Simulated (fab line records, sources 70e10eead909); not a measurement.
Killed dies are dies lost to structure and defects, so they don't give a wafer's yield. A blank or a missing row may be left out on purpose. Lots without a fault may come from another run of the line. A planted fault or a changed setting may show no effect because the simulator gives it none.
Which tool did it? | flow nand_harc | 12 lots, 36 wafers sampled, at 4 steps of a route of 1159

WHAT THE GAUGES READ, wafer by wafer
The record holds no reading of a measuring or inspecting step that can be judged against a usual standard deviation.

WHICH TOOL RAN EACH LOT (tool, then ch and the chambers of the sampled wafers, then the start)
lot  | NHARC_THIN_TSV_ETCH_44             | NHARC_THIN_TSV_ANNEAL_52         | NHARC_THIN_TSV_DEGAS_53      | NHARC_THIN_TSV_ETCH_36
L899 | rie_diel-13 ch 2,3, day 19 01:21   | rtp_anneal-01 ch 0, day 19 05:08 | pvd_sputter-03, day 19 05:54 | rie_metal-03 ch 1, day 19 07:35
L900 | rie_diel-07 ch 1,2, day 19 06:07   | rtp_anneal-02 ch 0, day 19 10:07 | pvd_sputter-02, day 19 10:51 | rie_metal-02 ch 0,1, day 19 12:32
L904 | rie_diel-09 ch 2,3, day 20 08:37   | rtp_anneal-02 ch 0, day 20 12:40 | pvd_sputter-01, day 20 13:29 | rie_metal-01 ch 0,1, day 20 15:11
L908 | rie_diel-07 ch 1,2,3, day 21 02:28 | rtp_anneal-01 ch 0, day 21 06:10 | pvd_sputter-01, day 21 06:58 | rie_metal-01 ch 0,1, day 21 08:40
L912 | rie_diel-09 ch 0,1,3, day 21 20:01 | rtp_anneal-02 ch 0, day 21 23:39 | pvd_sputter-02, day 22 00:26 | rie_metal-02 ch 0,1, day 22 01:59
L913 | rie_diel-07 ch 1,2,3, day 21 21:11 | rtp_anneal-01 ch 0, day 22 01:22 | pvd_sputter-01, day 22 02:11 | rie_metal-03 ch 1, day 22 03:53
L915 | rie_diel-13 ch 0,3, day 22 16:54   | rtp_anneal-02 ch 0, day 22 20:59 | pvd_sputter-02, day 22 21:49 | rie_metal-02 ch 0,1, day 22 23:29
L916 | rie_diel-07 ch 1,2, day 23 05:05   | rtp_anneal-01 ch 0, day 23 08:47 | pvd_sputter-02, day 23 09:37 | rie_metal-02 ch 0,1, day 23 11:18
L917 | rie_diel-07 ch 0,3, day 23 06:17   | rtp_anneal-01 ch 0, day 23 10:33 | pvd_sputter-02, day 23 11:22 | rie_metal-03 ch 1, day 23 12:56
L919 | rie_diel-07 ch 1,2,3, day 23 17:28 | rtp_anneal-01 ch 0, day 23 21:20 | pvd_sputter-02, day 23 22:10 | rie_metal-02 ch 0,1, day 23 23:52
L921 | rie_diel-13 ch 1,3, day 23 21:23   | rtp_anneal-02 ch 0, day 24 01:22 | pvd_sputter-02, day 24 02:08 | rie_metal-03 ch 0,1, day 24 03:42
L922 | rie_diel-13 ch 1,2,3, day 24 05:50 | rtp_anneal-01 ch 0, day 24 09:34 | pvd_sputter-03, day 24 10:23 | rie_metal-02 ch 1, day 24 12:11
- NHARC_THIN_TSV_ETCH_44: etches the open film in CF4/O2, target depth 1594.2 nm, time 797.1 s.
- NHARC_THIN_TSV_ANNEAL_52: time 90 s.
- NHARC_THIN_TSV_DEGAS_53: time 60 s.
- NHARC_THIN_TSV_ETCH_36: etches the open film in Cl2/BCl3, target depth 65 nm, time 18.571 s.

WHAT THE TOOLS THEMSELVES READ (means of the sampled wafers that have a number; where no wafer has one, the mark that the record gives instead)
NHARC_THIN_TSV_ETCH_44. Usual: drypump_motor_current_A 5.7 A, standard deviation 0.34; mfc_ar_sccm 0.014 sccm, standard deviation 0.014; o2_flow_sccm 10.00 sccm, standard deviation 0.032; oes_product_au 1.000 a.u., standard deviation 0.0078; rf_fwd_power_W 299.8 W, standard deviation 0.78; rf_vpp_V 793 V, standard deviation 3.6; showerhead_plenum_p_Torr 1.81 Torr, standard deviation 0.055; throttle_valve_pct 16.915 %, standard deviation 0.0093.
lot  | tool        | drypump_motor_current_A (A) | mfc_ar_sccm (sccm) | o2_flow_sccm (sccm) | oes_product_au (a.u.) | rf_fwd_power_W (W) | rf_vpp_V (V) | showerhead_plenum_p_Torr (Torr) | throttle_valve_pct (%) | flag
L899 | rie_diel-13 | 5.7                         | 0.030              | 9.98                | 1.007                 | 300.0              | 795          | 1.83                            | 16.912                 |
L900 | rie_diel-07 | 5.5                         | 0.004              | 9.96                | 0.996                 | 300.3              | 796          | 1.85                            | 16.920                 |
L904 | rie_diel-09 | 5.9                         | 0.021              | 10.00               | 0.992                 | 299.1              | 791          | 1.79                            | 16.910                 |
L908 | rie_diel-07 | 5.4                         | 0.015              | 10.00               | 1.010                 | 300.2              | 794          | 1.83                            | 16.918                 |
L912 | rie_diel-09 | 5.6                         | 0.014              | 10.00               | 1.002                 | 299.4              | 795          | 1.84                            | 16.908                 |
L913 | rie_diel-07 | 5.4                         | 0.015              | 9.97                | 1.001                 | 300.1              | 794          | 1.83                            | 16.912                 |
L915 | rie_diel-13 | 6.1                         | 0.010              | 10.00               | 0.994                 | 299.1              | 790          | 1.76                            | 16.919                 |
L916 | rie_diel-07 | 5.4                         | 0.007              | 9.99                | 0.999                 | 299.4              | 792          | 1.80                            | 16.908                 |
L917 | rie_diel-07 | 5.8                         | 0.011              | 10.03               | 0.997                 | 299.7              | 791          | 1.77                            | 16.919                 |
L919 | rie_diel-07 | 5.4                         | 0.015              | 10.03               | 1.004                 | 300.0              | 794          | 1.82                            | 16.921                 |
L921 | rie_diel-13 | 5.8                         | 0.020              | 9.99                | 0.993                 | 300.5              | 792          | 1.79                            | 16.914                 |
L922 | rie_diel-13 | 5.9                         | 0.021              | 10.03               | 1.000                 | 300.9              | 794          | 1.83                            | 16.917                 |

NHARC_THIN_TSV_ANNEAL_52. Usual: anneal_temp_c 225.02 C, standard deviation 0.17; wafer_temp_C_max 226.4, standard deviation 0.36.
lot  | tool          | anneal_temp_c (C) | wafer_temp_C_max | flag
L899 | rtp_anneal-01 | 225.01            | 226.8            |
L900 | rtp_anneal-02 | 225.11            | 226.5            |
L904 | rtp_anneal-02 | 224.99            | 226.5            |
L908 | rtp_anneal-01 | 224.91            | 226.4            |
L912 | rtp_anneal-02 | 225.00            | 226.3            |
L913 | rtp_anneal-01 | 225.10            | 226.4            |
L915 | rtp_anneal-02 | 225.19            | 226.1            |
L916 | rtp_anneal-01 | 225.33            | 226.5            |
L917 | rtp_anneal-01 | 225.00            | 226.8            |
L919 | rtp_anneal-01 | 224.98            | 226.7            |
L921 | rtp_anneal-02 | 225.34            | 226.6            |
L922 | rtp_anneal-01 | 224.84            | 226.4            |

NHARC_THIN_TSV_DEGAS_53. Usual: heater_power_w 485 W, standard deviation 34.
lot  | tool           | heater_power_w (W) | flag
L899 | pvd_sputter-03 | 489                |
L900 | pvd_sputter-02 | 482                |
L904 | pvd_sputter-01 | 462                |
L908 | pvd_sputter-01 | 457                |
L912 | pvd_sputter-02 | 501                |
L913 | pvd_sputter-01 | 435                |
L915 | pvd_sputter-02 | 498                |
L916 | pvd_sputter-02 | 500                |
L917 | pvd_sputter-02 | 472                |
L919 | pvd_sputter-02 | 491                |
L921 | pvd_sputter-02 | 481                |
L922 | pvd_sputter-03 | 484                |

NHARC_THIN_TSV_ETCH_36. Usual: drypump_motor_current_A 5.9 A, standard deviation 0.63; oes_product_au 0.999 a.u., standard deviation 0.0077.
lot  | tool         | drypump_motor_current_A (A) | oes_product_au (a.u.) | flag
L899 | rie_metal-03 | 5.0                         | 1.007                 |
L900 | rie_metal-02 | 6.3                         | 1.003                 |
L904 | rie_metal-01 | 6.3                         | 0.943                 | OFF
L908 | rie_metal-01 | 6.3                         | 0.949                 | OFF
L912 | rie_metal-02 | 6.2                         | 0.999                 |
L913 | rie_metal-03 | 5.0                         | 0.995                 |
L915 | rie_metal-02 | 6.2                         | 1.006                 |
L916 | rie_metal-02 | 6.2                         | 0.999                 |
L917 | rie_metal-03 | 5.0                         | 0.991                 |
L919 | rie_metal-02 | 6.2                         | 1.006                 |
L921 | rie_metal-03 | 5.0                         | 0.999                 |
L922 | rie_metal-02 | 6.4                         | 1.001                 |

THE ANSWER, worked out from the rows above alone
Rule: a lot is off if the mean of its wafers that have a number lies more than 3 standard deviations from the usual mean. A lot without any number at a reading at which 4 lots or more have one is off too. The other lots that the step has rows for count as sound. The gauges are gone through in route order, then the tools' own readings, and for those a lot's mean is taken as printed above. The first step at which some lot is off is used, and at that step the reading that is off furthest; a lot without a number counts as furthest.
Off: L904, L908, at NHARC_THIN_TSV_ETCH_36 (oes_product_au).
A tool fits if, at that step or a process step before it, it ran every lot that is off, and no sound lot after the first of them. One fits: rie_metal-01 at NHARC_THIN_TSV_ETCH_36. It ran no sound lot before its first lot that is off in this sample, so the start can't be narrowed down.
The tool's own readings at NHARC_THIN_TSV_ETCH_36 bear it out: on the lots that are off they differ by more than 5 times the standard deviation of the sound lots' means. oes_product_au reads 0.946 a.u. there against 1.001 a.u. on the sound lots.

WHAT THE SIMULATOR HAD PUT IN
Process parameter drift: rie_metal-01, from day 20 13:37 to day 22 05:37, at NHARC_THIN_TSV_ETCH_36. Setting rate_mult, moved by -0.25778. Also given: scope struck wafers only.
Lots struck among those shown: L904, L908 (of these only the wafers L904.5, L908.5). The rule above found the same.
